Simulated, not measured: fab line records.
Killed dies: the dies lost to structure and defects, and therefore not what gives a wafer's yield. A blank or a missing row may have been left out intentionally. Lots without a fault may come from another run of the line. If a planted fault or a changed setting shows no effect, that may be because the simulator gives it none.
Shared-tool check + flow nandHarc + 4 lots, 10 wafers sampled

== WHAT PROMPTED THE OPENING ==
At NHARC_END_SORT_01 the reading killedAtArray is flagged on 3 of 4 lots. Wafers without a fault read 53, standard deviation 18.
Rule: flag the lot when none of its wafers has a number, or when each of its wafers that has one lies beyond 4 standard deviations from that mean. As for the other lots, they are considered sound.

| lot  | measured     | on        | killedAtArray, wafer by wafer | flag    |
|------|--------------|-----------|-------------------------------|---------|
| L251 | day 27 06:23 | prober-01 | 668 665 664                   | FLAGGED |
| L252 | day 28 03:37 | prober-02 | 666 667 668                   | FLAGGED |
| L253 | day 28 10:03 | prober-01 | 671 652 673                   | FLAGGED |
| L258 | day 30 09:52 | prober-01 | 53                            |         |
Average over the flagged lots: 666; offset from the usual +613, equal to +34 standard deviations.

== LOT BY LOT: THE TOOL USED ==
The record holds 2 process steps before the reading, out of a route of 1302 steps. Read each cell as the tool, then ch plus the chambers that the sampled wafers visited, then the start.
| lot  | flag    | NHARC_A_SGD_CUT_DEP_00          | NHARC_THIN_TSV_STRIP_45             |
|------|---------|---------------------------------|-------------------------------------|
| L251 | FLAGGED | pecvd-03 ch 0,2, day 22 05:01   | no row                              |
| L252 | FLAGGED | pecvd-03 ch 0,1,2, day 22 17:34 | no row                              |
| L253 | FLAGGED | pecvd-03 ch 0,1,2, day 23 07:45 | no row                              |
| L258 |         | pecvd-01 ch 0,1,2, day 25 05:21 | plasmaAsher-02 ch 0,1, day 29 18:11 |
These steps, and what they do:
- NHARC_A_SGD_CUT_DEP_00: deposits SiNx, target thk 50 nm.
- NHARC_THIN_TSV_STRIP_45: strips in O2.
- NHARC_END_SORT_01

== FLAGGED OVER TOTAL, TOOL BY TOOL (the gauges that took the reading come last) ==
| step                    | tool           | lots run | flagged | share of the flagged lots | sound lots run after its first flagged lot |
|-------------------------|----------------|----------|---------|---------------------------|--------------------------------------------|
| NHARC_A_SGD_CUT_DEP_00  | pecvd-01       | 1        | 0       | none                      | -                                          |
| NHARC_A_SGD_CUT_DEP_00  | pecvd-03       | 3        | 3       | all                       | 0                                          |
| NHARC_THIN_TSV_STRIP_45 | plasmaAsher-02 | 1        | 0       | none                      | -                                          |
| NHARC_END_SORT_01       | prober-01      | 3        | 2       | some                      | 1 (L258)                                   |
| NHARC_END_SORT_01       | prober-02      | 1        | 1       | some                      | 0                                          |

== THE TABLE: WHAT IT ALLOWS ==
In the table, 1 row covers all flagged lots: pecvd-03 at NHARC_A_SGD_CUT_DEP_00.
- pecvd-03 at NHARC_A_SGD_CUT_DEP_00 ran 3 lots, 3 of them flagged. It ran no sound lot before its first flagged lot in this sample, so the start can't be narrowed down.
Just one tool remains: pecvd-03 at NHARC_A_SGD_CUT_DEP_00.

== WHAT WAS PUT IN BY THE SIMULATOR ==
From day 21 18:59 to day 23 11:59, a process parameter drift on pecvd-03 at NHARC_A_SGD_CUT_DEP_00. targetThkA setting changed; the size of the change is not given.
Struck lots among those shown: L251, L252, L253. Same finding as the rule above.
